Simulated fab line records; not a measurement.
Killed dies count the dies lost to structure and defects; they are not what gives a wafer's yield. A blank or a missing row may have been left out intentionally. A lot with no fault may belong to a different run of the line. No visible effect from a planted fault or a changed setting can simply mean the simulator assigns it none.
Split-lot trial ; flow n5Finfet ; route with 1938 steps; 7 lots, 21 wafers read

THE SPLIT
At N5_BEOL_M5_TRENCH_ETCH_37 (etches SiCOH lowk in C4F6/O2, target depth 71.652 nm, time 24.7 s), the setting timeS was moved away from the recipe's 24.7 s on 7 of the 21 wafers read, by -14.9% to -7.9%. The other wafers ran this setting at the recipe's value.

FROM THE SPLIT TO THE READING: what the file shows between them, 13 steps
- N5_BEOL_M5_ETCH_41: etches SiCN in CH3F/O2, target depth 31.5 nm, time 56.7 s
- N5_BEOL_M5_STRIP_91: strips in N2/H2, time 10 s
- N5_BEOL_M5_OCD_MEAS_38
- N5_BEOL_M5_HM_STRIP_39: strips TiN in peroxide tin strip, target depth 25 nm, time 158 s
- N5_BEOL_M5_SRD_40: time 30 s
- N5_BEOL_M5_ECD_50: material Cu, target thk 300 nm
- N5_BEOL_M5_ANNEAL_51: time 90 s
- N5_BEOL_M5_CMP_52: polishes, stops on SiCOH lowk, t overpolish 6.9 s, target thk 62 nm
- N5_BEOL_M5_THK_MEAS_53: measures by xrf
- N5_BEOL_M5_PRE_CLEAN_77: time 15 s
- N5_BEOL_M5_CO_CAP_78: material Co, precursor CCTBA/H2, target thk 2 nm, time 102.1 s
- N5_BEOL_M5_PRE_CLEAN_55: time 15 s
- N5_BEOL_M5_DEP_56: deposits SiCN from 3MS/NH3, target thk 8 nm, time 14 s

THE READING
M5_RS (ohm/sq), read at N5_BEOL_M5_RS_MEAS_57 with a four-point probe. On this fab line, fault-free wafers typically give 0.388 ohm/sq with a standard deviation of 0.012 ohm/sq.

wafer;tool, chamber at the split;timeS as run, s;against the recipe;M5_RS, ohm/sq;against lot-mates on the recipe
L074.1;rieDiel-06, 1;22.76;-7.9%;0.412;+0.021
L074.3;rieDiel-06, 2;22.76;-7.9%;0.447;+0.056
L074.6;rieDiel-06, 3;24.7;recipe;0.391;-
L078.3;rieDiel-06, 0;22.14;-10.4%;0.453;+0.052
L078.4;rieDiel-06, 3;22.14;-10.4%;0.475;+0.074
L078.6;rieDiel-06, 3;24.7;recipe;0.401;-
L081.1;rieDiel-05, 1;21.76;-11.9%;0.473;+0.092
L081.4;rieDiel-05, 0;21.76;-11.9%;0.445;+0.064
L081.6;rieDiel-05, 0;24.7;recipe;0.381;-
L084.2;rieDiel-06, 0;24.7;recipe;0.391;-
L084.3;rieDiel-06, 3;24.7;recipe;0.417;-
L084.5;rieDiel-06, 2;24.7;recipe;0.394;-
L087.4;rieDiel-06, 0;24.7;recipe;0.371;-
L087.5;rieDiel-06, 2;24.7;recipe;0.385;-
L087.6;rieDiel-06, 3;24.7;recipe;0.399;-
L093.1;rieDiel-06, 3;21.01;-14.9%;0.528;+0.131
L093.2;rieDiel-06, 0;24.7;recipe;0.388;-
L093.6;rieDiel-06, 3;24.7;recipe;0.406;-
L092.3;rieDiel-05, 0;24.7;recipe;0.397;-
L092.5;rieDiel-05, 1;24.7;recipe;0.391;-
L092.6;rieDiel-05, 2;24.7;recipe;0.390;-

FIT RESULTS
A straight line over all 21 wafers: M5_RS changes by -0.00679 ohm/sq for each +1% of timeS; r = -0.92; the points scatter about the line by 0.016 ohm/sq.
The same after taking each lot's own level away (the mean of its wafers on the recipe; 21 wafers): -0.0069 ohm/sq for each +1%; r = -0.94; scatter 0.014 ohm/sq.
On that fit, the largest move of timeS shifts the reading by 0.1 ohm/sq.
From 0.3810 to 0.4010 ohm/sq: that is the span of the lots' own levels, equal to 1.7 times the standard deviation above.
The two slopes agree, so the slope changes little with the lot-to-lot level.
Check: with one of the wafers moved furthest among these (-14.9%) left out of the fit, the line predicts +0.0907 ohm/sq for it against its lot-mates. It came out at +0.131 ohm/sq against them.

OTHER SPLITS ON THESE WAFERS
These wafers also went through other splits before the reading. Each is held against what the fit with the lots' levels taken away leaves over:
other split on the same wafers;wafers away from the commonest value;r with M5_RS (lot level and that fit taken away)
N5_BEOL_M2_DESCUM_33 timeS;7;+0.04
N5_BEOL_M2_ETCHBACK_99 timeS;9;+0.09
N5_BEOL_M2_ETCH_70 timeS;8;+0.06
N5_BEOL_M3_COAT_76 spinRpm;5;+0.19
N5_BEOL_M3_COAT_22 spinRpm;8;-0.25
N5_BEOL_M4_ILD_DEP_00 timeS;7;-0.02
N5_BEOL_M4_COAT_05 spinRpm;5;-0.52
N5_BEOL_M5_VIA_ETCH_34 biasW;9;+0.05

THE WHOLE CHAIN: every reading that the file lists as answering this split, in the file's order
step;what it does;reading;change (the file's fit);r (the file's)
N5_BEOL_M5_TRENCH_ETCH_37;etches SiCOH lowk in C4F6/O2, target depth 71.652 nm, time 24.7 s;BEOL_M5.featureDepthNm (the simulator's own value, which no gauge read);+0.663 nm for each +1% of the setting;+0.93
N5_BEOL_M5_TRENCH_ETCH_37;etches SiCOH lowk in C4F6/O2, target depth 71.652 nm, time 24.7 s;etch.depthNm (the simulator's own value, which no gauge read);+0.663 nm for each +1% of the setting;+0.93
N5_BEOL_M5_OCD_MEAS_38;;trenchDepthNm;+0.672 nm for each +1% of the setting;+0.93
N5_BEOL_M5_CMP_52;polishes, stops on SiCOH lowk, t overpolish 6.9 s, target thk 62 nm;Cu_of_BEOL_M5_ECD_50.thkNm (the simulator's own value, which no gauge read);+0.741 nm for each +1% of the setting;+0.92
N5_BEOL_M5_THK_MEAS_53;measures by xrf;M5_THK;+0.761 for each +1% of the setting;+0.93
N5_BEOL_M5_RS_MEAS_57;measures by four-point-probe;M5_RS;-0.00719 for each +1% of the setting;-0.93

FILE'S OWN FIT
M5_RS changes by -0.00719 ohm/sq for each +1% of timeS, r = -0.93.
